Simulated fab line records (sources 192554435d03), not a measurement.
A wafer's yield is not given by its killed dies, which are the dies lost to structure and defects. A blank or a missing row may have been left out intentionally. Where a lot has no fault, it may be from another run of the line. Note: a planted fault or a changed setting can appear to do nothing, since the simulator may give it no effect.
fab line records	flow n5-finfet
record lots=6	wafers=18	last-day=18
route steps=1938 shown BEOL_M12@1612
lots untouched by any fault: they come from a run of this same line in which no faults occurred
start-h: the number of hours between the record's first day and the start of the first shown wafer of the lot	wait-h: hours since the lot's step before	" repeats the value in the row above	L1.1+2: a single row standing in for several wafers	- value missing, or start not given	* or withheld: withheld	< > ~ a bound
route shown NAME@n: names a module that has steps shown in the file, with the first one's number in the route	usual: the fault-free wafers' mean and standard deviation	same: alike in all rows	chamber/n: place in a boat	sites: the reading at each site	_std_site: the standard deviation of these	_edge_site: inner sites' mean taken away from outer sites' mean	radius-mm: for every site, how far away it sits from the centre of the wafer	mask NAME#n: copy n	behind: the tool/chamber that last shaped the wafer	hold: what put the lot on hold/how long, in hours/how the hold closed	device: whichever transistor did not switch (one of n, p or np)	end of line: tests run on the same wafers once the route is complete	step lacking rows: just its recipe	killed: dies that structure and defects cost at the first sort, which is not the same as the wafer's yield	map: dies across one wafer; x = killed, . = not, _ = none there
set.NAME: the run value of the setting; set.NAME@STEP: its run value at that earlier step	model.NAME: the simulator's own value behind a step, which no gauge read
a table for each step, a row for each wafer; lots at some steps of the route
services: when a tool's chamber went out of use (start-h, in hours from the record's first day, below 0 if earlier), for how many hours, and the reason
## steps
# step N5_BEOL_M12_CD_MEAS_10
# recipe target-cd-nm=140	landing-energy-ev=500	detector=se-inlens	polarity=opening
# usual cd-nm=139.1/2.3
lot.wafer	tool	chamber	start-h	wait-h	cd-nm
L969.3	cd-sem-02	0	265.06	-	142.3
L969.5	"	0	"	"	140.6
L969.6	"	0	"	"	141.5
L971.3	cd-sem-02	0	281.04	-	139.1
L971.4	"	0	"	"	137.0
L971.5	"	0	"	"	139.2
L979.2	cd-sem-02	0	338.30	-	135.7
L979.5	"	0	"	"	142.7
L979.6	"	0	"	"	140.3
L981.3	cd-sem-01	0	343.20	-	138.7
L981.5	"	0	"	"	136.7
L981.6	"	0	"	"	141.0
L988.1	cd-sem-02	0	393.45	-	145.4
L988.4	"	0	"	"	139.1
L988.6	"	0	"	"	137.2
L987.1	cd-sem-03	0	395.67	-	141.8
L987.2	"	0	"	"	139.0
L987.4	"	0	"	"	139.7
# step N5_BEOL_M12_OVL_MEAS_11
# recipe points-per-wafer=44
# usual V11_OVL=-1/4.5
lot.wafer	tool	chamber	start-h	wait-h	V11_OVL[nm]
L969.3	overlay-02	0	265.09	0.0	1
L969.5	"	0	"	"	0
L969.6	"	0	"	"	3
L971.3	overlay-01	0	281.07	0.0	-2
L971.4	"	0	"	"	-4
L971.5	"	0	"	"	-3
L979.2	overlay-01	0	338.33	0.0	-5
L979.5	"	0	"	"	0
L979.6	"	0	"	"	-3
L981.3	overlay-02	0	343.22	0.0	-8
L981.5	"	0	"	"	-6
L981.6	"	0	"	"	-8
L988.1	overlay-01	0	393.49	0.0	2
L988.4	"	0	"	"	10
L988.6	"	0	"	"	8
L987.1	overlay-02	0	395.70	0.0	0
L987.2	"	0	"	"	-2
L987.4	"	0	"	"	-2
# step N5_BEOL_M12_INSPECT_12
# recipe mode=adi	inspect-instrument=macro
# usual raw-defect-count=2.3/1.5
lot.wafer	tool	chamber	start-h	wait-h	raw-defect-count
L969.3	defect-inspect-01	-	265.11	0.0	5
L969.5	"	-	"	"	3
L969.6	"	-	"	"	2
L971.3	defect-inspect-01	-	281.09	0.0	4
L971.4	"	-	"	"	3
L971.5	"	-	"	"	6
L979.2	defect-inspect-02	-	338.35	0.0	3
L979.5	"	-	"	"	1
L979.6	"	-	"	"	4
L981.3	defect-inspect-01	-	343.25	0.0	2
L981.5	"	-	"	"	2
L981.6	"	-	"	"	2
L988.1	defect-inspect-02	-	393.51	0.0	6
L988.4	"	-	"	"	3
L988.6	"	-	"	"	1
L987.1	defect-inspect-02	-	395.73	0.0	4
L987.2	"	-	"	"	1
L987.4	"	-	"	"	4
# step N5_BEOL_M12_DESCUM_15
# recipe chemistry=O2	time-s=7.9	source-power-w=50	bias-power-w=20	pressure-mtorr=20	rf-frequency-hz=2.712e+07	temp-c=40	o2-flow-sccm=225
# usual drypump-motor-current-A=5.6/0.39	oes-product-au=0.76/0.056	rf-fwd-power-W=49.31/0.28	rf-vpp-V=242.7/1.4	showerhead-plenum-p-Torr=2.07/0.069	temp-c=40.01/0.12	throttle-valve-pct=20.47/0.2
lot.wafer	tool	chamber	start-h	wait-h	drypump-motor-current-A	oes-product-au	rf-fwd-power-W	rf-hours-counter-h	rf-vpp-V	showerhead-plenum-p-Torr	temp-c	throttle-valve-pct
L969.3	rie-diel-02	0	265.27	0.2	6.1	0.76	49.24	152	242.7	1.98	39.97	20.34
L969.5	"	3	"	"	4.8	0.82	48.96	-	242.2	2.15	39.94	20.70
L969.6	"	2	"	"	5.8	0.75	49.22	-	245.8	2.15	40.06	20.19
L971.3	rie-diel-01	3	281.13	0.0	5.4	0.72	48.80	166	240.9	2.01	40.04	20.68
L971.4	"	0	"	"	6.2	0.73	49.68	163	240.0	2.02	39.98	20.71
L971.5	"	0	"	"	6.2	0.73	49.89	-	241.5	2.02	39.94	20.72
L979.2	rie-diel-01	1	338.50	0.1	5.8	0.75	49.27	150	242.3	2.01	39.96	20.27
L979.5	"	2	"	"	5.6	0.76	49.36	-	243.6	2.10	40.02	20.40
L979.6	"	3	"	"	5.4	0.71	48.73	-	242.8	2.00	40.17	20.72
L981.3	rie-diel-01	3	343.28	0.0	5.5	0.70	48.85	186	241.6	2.00	40.10	20.73
L981.5	"	2	"	"	5.6	0.76	49.56	-	242.3	2.10	39.86	20.37
L981.6	"	3	"	"	5.4	0.70	48.87	-	240.8	2.00	40.08	20.71
L988.1	rie-diel-02	0	393.54	0.0	6.1	0.72	49.41	198	242.4	1.97	40.02	20.40
L988.4	"	2	"	"	5.8	0.71	49.13	177	245.2	2.14	39.97	20.25
L988.6	"	1	"	"	5.2	0.69	48.90	-	241.6	2.06	40.07	20.43
L987.1	rie-diel-01	3	395.76	0.0	5.4	0.70	48.69	205	240.2	1.99	39.73	20.77
L987.2	"	0	"	"	6.2	0.70	49.52	202	241.9	2.01	40.09	20.77
L987.4	"	2	"	"	5.6	0.73	49.44	165	244.4	2.09	39.81	20.41
# step N5_BEOL_M12_ETCH_59
# recipe chemistry=N2/H2	target=BARC	target-depth-a=890	overetch-a=267	time-s=67.9	ion-energy-ev=200	pressure-mtorr=30	source-w=840	bias-w=150	n2-flow-sccm=200	h2-flow-sccm=200
# usual drypump-motor-current-A=5.6/0.39	oes-product-au=0.65/0.043	rf-fwd-power-W=832/3.5	rf-vpp-V=523.0/2.4	showerhead-plenum-p-Torr=2.51/0.097	throttle-valve-pct=17.93/0.22
lot.wafer	tool	chamber	start-h	wait-h	drypump-motor-current-A	oes-product-au	rf-fwd-power-W	rf-hours-counter-h	rf-vpp-V	showerhead-plenum-p-Torr	throttle-valve-pct
L969.3	rie-diel-02	0	265.30	0.0	6.1	0.65	826	152	521.1	2.42	17.89
L969.5	"	3	"	"	4.9	0.69	833	-	525.0	2.61	18.11
L969.6	"	2	"	"	5.8	0.65	833	-	527.3	2.68	18.08
L971.3	rie-diel-01	3	281.16	0.0	5.4	0.63	832	166	520.1	2.45	18.22
L971.4	"	0	"	"	6.2	0.62	833	163	521.8	2.41	17.91
L971.5	"	0	"	"	6.2	0.62	832	-	518.9	2.41	17.89
L979.2	rie-diel-01	1	338.54	0.0	5.8	0.64	833	150	520.1	2.41	17.58
L979.5	"	2	"	"	5.6	0.64	839	-	524.8	2.55	17.82
L979.6	"	3	"	"	5.4	0.61	832	-	520.5	2.44	18.26
L981.3	rie-diel-01	3	343.32	0.0	5.5	0.61	828	186	520.1	2.44	18.26
L981.5	"	2	"	"	5.6	0.64	838	-	523.9	2.55	17.81
L981.6	"	3	"	"	5.4	0.61	827	-	520.2	2.44	18.25
L988.1	rie-diel-02	0	393.58	0.0	6.1	0.62	831	198	520.3	2.40	17.98
L988.4	"	2	"	"	5.8	0.62	829	177	525.6	2.66	18.15
L988.6	"	1	"	"	5.2	0.60	831	-	523.5	2.52	18.03
L987.1	rie-diel-01	3	395.80	0.0	5.5	0.60	831	205	520.6	2.43	18.30
L987.2	"	0	"	"	6.2	0.60	837	202	520.4	2.39	17.98
L987.4	"	2	"	"	5.6	0.63	835	165	523.6	2.54	17.84
# step N5_BEOL_M12_VIA_ETCH_16
# recipe chemistry=C4F8/O2/Ar	target=SiOC	pressure-mtorr=30	source-w=3000	bias-w=700	Ar_flow_sccm=400	C4F8_flow_sccm=15	O2_flow_sccm=8	he-inner-torr=15	he-outer-torr=30	target-depth-a=7248	time-s=withheld	ion-energy-ev=250	ends=cleared
# usual O2_flow_sccm=7.999/0.023	drypump-motor-current-A=5.6/0.4	oes-product-au=0.68/0.049	rf-fwd-power-W=2991/9.8	rf-vpp-V=664/3.2	showerhead-plenum-p-Torr=3.38/0.11	throttle-valve-pct=24.21/0.23
lot.wafer	tool	chamber	start-h	wait-h	O2_flow_sccm	drypump-motor-current-A	oes-product-au	rf-fwd-power-W	rf-vpp-V	showerhead-plenum-p-Torr	throttle-valve-pct
L969.3	rie-diel-02	0	265.35	0.0	8.055	6.1	0.68	2986	660	3.25	24.11
L969.5	"	3	"	"	8.019	4.9	0.73	2990	666	3.43	24.16
L969.6	"	2	"	"	7.965	5.8	0.67	2993	670	3.60	24.34
L971.3	rie-diel-01	3	281.21	0.0	7.957	5.5	0.65	3002	660	3.29	24.50
L971.4	"	0	"	"	8.002	6.2	0.67	2992	661	3.25	24.21
L971.5	"	0	"	"	7.972	6.3	0.67	2991	661	3.25	24.20
L979.2	rie-diel-01	1	338.59	0.0	7.990	5.8	0.67	2983	662	3.31	24.17
L979.5	"	2	"	"	7.996	5.6	0.68	2988	666	3.37	23.86
L979.6	"	3	"	"	8.010	5.4	0.64	2992	660	3.29	24.53
L981.3	rie-diel-01	3	343.37	0.0	8.012	5.4	0.64	2992	661	3.28	24.53
L981.5	"	2	"	"	7.982	5.6	0.67	3005	665	3.37	23.86
L981.6	"	3	"	"	7.990	5.5	0.64	3000	661	3.28	24.53
L988.1	rie-diel-02	0	393.63	0.0	8.004	6.1	0.65	3006	662	3.23	24.17
L988.4	"	2	"	"	8.018	5.8	0.64	3012	669	3.58	24.40
L988.6	"	1	"	"	7.982	5.2	0.63	2996	666	3.41	24.40
L987.1	rie-diel-01	3	395.85	0.0	8.001	5.4	0.63	2987	660	3.27	24.55
L987.2	"	0	"	"	7.993	6.2	0.63	3004	662	3.23	24.25
L987.4	"	2	"	"	8.033	5.6	0.64	2986	666	3.36	23.88
# step N5_BEOL_M12_STRIP_63
# recipe chemistry=N2/H2	power-w=1000	temp-c=250	h2-frac=0.65	overash-fraction=0.3	pressure-mtorr=1000	n2-flow-sccm=1750	h2-flow-sccm=3250
# usual drypump-motor-current-A=5.6/0.32	heater-power-w=328/12	oes-product-au=0.693/0.0047	strip-time-to-endpoint-s=42.2/1.1	temp-c=250.01/0.2
lot.wafer	tool	chamber	start-h	wait-h	drypump-motor-current-A	heater-power-w	oes-product-au	rf-hours-counter-h	strip-time-to-endpoint-s	temp-c
L969.3	plasma-asher-02	0	265.64	-	5.3	335	0.691	-	42.7	249.87
L969.5	"	1	"	"	5.5	309	0.693	-	41.3	249.93
L969.6	"	0	"	"	5.3	347	0.701	-	43.5	250.19
L971.3	plasma-asher-01	1	281.43	-	5.7	309	0.696	-	42.2	249.96
L971.4	"	0	"	"	6.2	328	0.695	-	40.1	250.13
L971.5	"	0	"	"	6.2	326	0.686	-	41.1	249.99
L979.2	plasma-asher-02	0	338.79	-	5.3	340	0.706	86	43.9	250.43
L979.5	"	0	"	"	5.3	344	0.688	-	42.4	250.14
L979.6	"	1	"	"	5.5	316	0.693	-	41.8	249.88
L981.3	plasma-asher-02	1	343.59	-	5.5	318	0.698	-	42.3	250.17
L981.5	"	1	"	"	5.5	319	0.698	-	42.2	250.22
L981.6	"	0	"	"	5.3	346	0.698	-	41.9	250.09
L988.1	plasma-asher-02	1	393.83	-	5.5	316	0.691	102	41.9	250.00
L988.4	"	0	"	"	5.3	341	0.687	-	43.1	250.21
L988.6	"	0	"	"	5.3	344	0.693	-	41.6	250.13
L987.1	plasma-asher-02	0	396.18	-	5.3	341	0.696	104	42.2	250.00
L987.2	"	1	"	"	5.5	311	0.693	104	41.7	250.18
L987.4	"	1	"	"	5.5	315	0.695	-	40.6	250.17
# step N5_BEOL_M12_STRIP_64
# recipe chemistry=N2/H2	power-w=1000	temp-c=250	h2-frac=0.65	overash-fraction=0.3	pressure-mtorr=withheld	n2-flow-sccm=1750	h2-flow-sccm=3250
# usual drypump-motor-current-A=5.6/0.32	heater-power-w=327/12	oes-product-au=0.715/0.0046	strip-time-to-endpoint-s=31.29/0.081	temp-c=250.00/0.18
lot.wafer	tool	chamber	start-h	wait-h	drypump-motor-current-A	heater-power-w	oes-product-au	rf-hours-counter-h	strip-time-to-endpoint-s	temp-c
L969.3	plasma-asher-02	0	265.70	0.0	5.3	345	0.713	-	31.38	249.88
L969.5	"	1	"	"	5.5	312	0.718	-	31.31	250.18
L969.6	"	0	"	"	5.3	332	0.728	-	31.36	249.84
L971.3	plasma-asher-01	1	281.49	0.0	5.7	324	0.716	-	31.27	250.02
L971.4	"	0	"	"	6.2	330	0.713	-	31.31	249.85
L971.5	"	0	"	"	6.2	313	0.723	-	31.39	249.86
L979.2	plasma-asher-02	0	338.85	0.0	5.3	343	0.720	86	31.27	249.89
L979.5	"	0	"	"	5.3	338	0.717	-	31.28	249.87
L979.6	"	1	"	"	5.5	313	0.720	-	31.32	249.91
L981.3	plasma-asher-02	1	343.65	0.0	5.5	320	0.711	-	31.34	249.92
L981.5	"	1	"	"	5.5	319	0.711	-	31.33	249.93
L981.6	"	0	"	"	5.3	334	0.708	-	31.37	249.81
L988.1	plasma-asher-02	1	393.89	0.0	5.5	324	0.712	102	31.35	250.19
L988.4	"	0	"	"	5.3	336	0.718	-	31.37	249.74
L988.6	"	0	"	"	5.3	334	0.720	-	31.43	249.89
L987.1	plasma-asher-02	0	396.24	0.0	5.3	342	0.717	104	31.30	250.27
L987.2	"	1	"	"	5.5	314	0.713	104	31.36	250.01
L987.4	"	1	"	"	5.5	315	0.710	-	31.30	249.87
# step N5_BEOL_M12_STRIP_71
# recipe chemistry=post-etch-residue-remover	time-s=60	temp-c=25	remover-ph=withheld	remover-water-wt-pct=withheld	remover-fluoride-wt-pct=withheld
# step N5_BEOL_M12_SRD_72
# recipe time-s=30	temp-c=23	rinse-liquid=diw	dry=n2-spin	spin-rpm=1500	dry-time-s=30
# step N5_BEOL_M12_CD_MEAS_17
# recipe target-cd-nm=140	polarity=opening
# usual cd-nm=139.6/2.7
lot.wafer	tool	chamber	start-h	wait-h	cd-nm
L969.3	cd-sem-01	-	265.84	0.0	143.1
L969.5	"	-	"	"	142.3
L969.6	"	-	"	"	141.7
L971.3	cd-sem-03	-	281.62	0.0	138.8
L971.4	"	-	"	"	136.3
L971.5	"	-	"	"	138.0
L979.2	cd-sem-02	-	339.00	0.0	135.3
L979.5	"	-	"	"	144.7
L979.6	"	-	"	"	142.2
L981.3	cd-sem-02	-	343.78	0.0	138.3
L981.5	"	-	"	"	137.7
L981.6	"	-	"	"	141.4
L988.1	cd-sem-01	-	394.04	0.0	145.6
L988.4	"	-	"	"	137.7
L988.6	"	-	"	"	137.4
L987.1	cd-sem-02	-	396.39	0.0	144.6
L987.2	"	-	"	"	140.6
L987.4	"	-	"	"	139.7
# step N5_BEOL_M12_COAT_65
# recipe resist=SOC	temp-c=250	time-s=60	spin-rpm=1500	resist-thk-nm=300
# step N5_BEOL_M12_COAT_66
# recipe resist=SiARC	temp-c=220	time-s=60	spin-rpm=1500	resist-thk-nm=110
# usual chill-plate-temp-C=23.01/0.11	heater-power-total-W=427.7/2	plate-temp-C=220.01/0.17	spin-speed-rpm=1500.0/0.83
lot.wafer	tool	chamber	start-h	wait-h	chill-plate-temp-C	heater-power-total-W	plate-temp-C	spin-speed-rpm
L969.3	litho-track-03	0	265.87	-	23.00	429.1	219.89	1498.7
L969.5	"	0	"	"	22.97	428.6	219.98	1499.1
L969.6	"	0	"	"	23.08	428.0	219.96	1500.4
L971.3	litho-track-05	0	281.66	-	23.13	430.9	219.83	1499.8
L971.4	"	0	"	"	23.00	426.3	220.05	1500.6
L971.5	"	0	"	"	23.02	430.9	219.88	1500.3
L979.2	litho-track-05	0	339.04	-	23.09	453.4	230.14	1500.4
L979.5	"	0	"	"	23.16	452.5	230.20	1499.9
L979.6	"	0	"	"	23.18	453.2	230.18	1500.0
L981.3	litho-track-05	0	343.82	-	22.85	448.9	230.13	1500.5
L981.5	"	0	"	"	22.97	453.1	230.29	1501.3
L981.6	"	0	"	"	22.94	454.2	230.20	1500.7
L988.1	litho-track-04	0	394.08	-	22.85	424.5	220.02	1499.3
L988.4	"	0	"	"	22.98	428.7	219.89	1500.5
L988.6	"	0	"	"	22.91	430.0	220.13	1499.6
L987.1	litho-track-03	0	396.42	-	23.02	429.4	220.24	1499.7
L987.2	"	0	"	"	23.10	429.9	220.17	1499.2
L987.4	"	0	"	"	23.23	428.9	219.92	1502.2
# step N5_BEOL_M12_COAT_22
# recipe spin-rpm=2888	resist-thk-nm=300
## services
tool	chamber	start-h	hours	kind
litho-track-05	-	243.01	-	consumable-replace:filter
rie-diel-02	2	251.79	2.0	repair
plasma-asher-01	-	252.25	1.5	repair
rie-diel-02	0	254.07	3.1	repair
litho-track-04	-	287.22	-	consumable-replace:filter
rie-diel-02	-	322.87	0.1	repair
plasma-asher-01	-	346.04	28.1	pm
rie-diel-02	3	357.61	11.6	repair
## key
first-sign step=N5_BEOL_M12_COAT_66	reading=plate-temp-C	direction=up	sigmas=59	usual=*	struck=*
effect step=N5_BEOL_M12_COAT_66	reading=heater-power-total-W	direction=up	sigmas=12	usual=*	struck=*
met-at N5_BEOL_M12_COAT_66
struck-wafers L979.2,L979.5,L979.6,L981.3,L981.5,L981.6
onset-between 281.66 339.04
fault kind=process-parameter-drift	tool=litho-track-05	chamber=-	onset-h=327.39	steps=N5_BEOL_M12_COAT_66	channel=temp-c	offset=*	shape=step	end-h=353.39	acts-in=*	stated=*
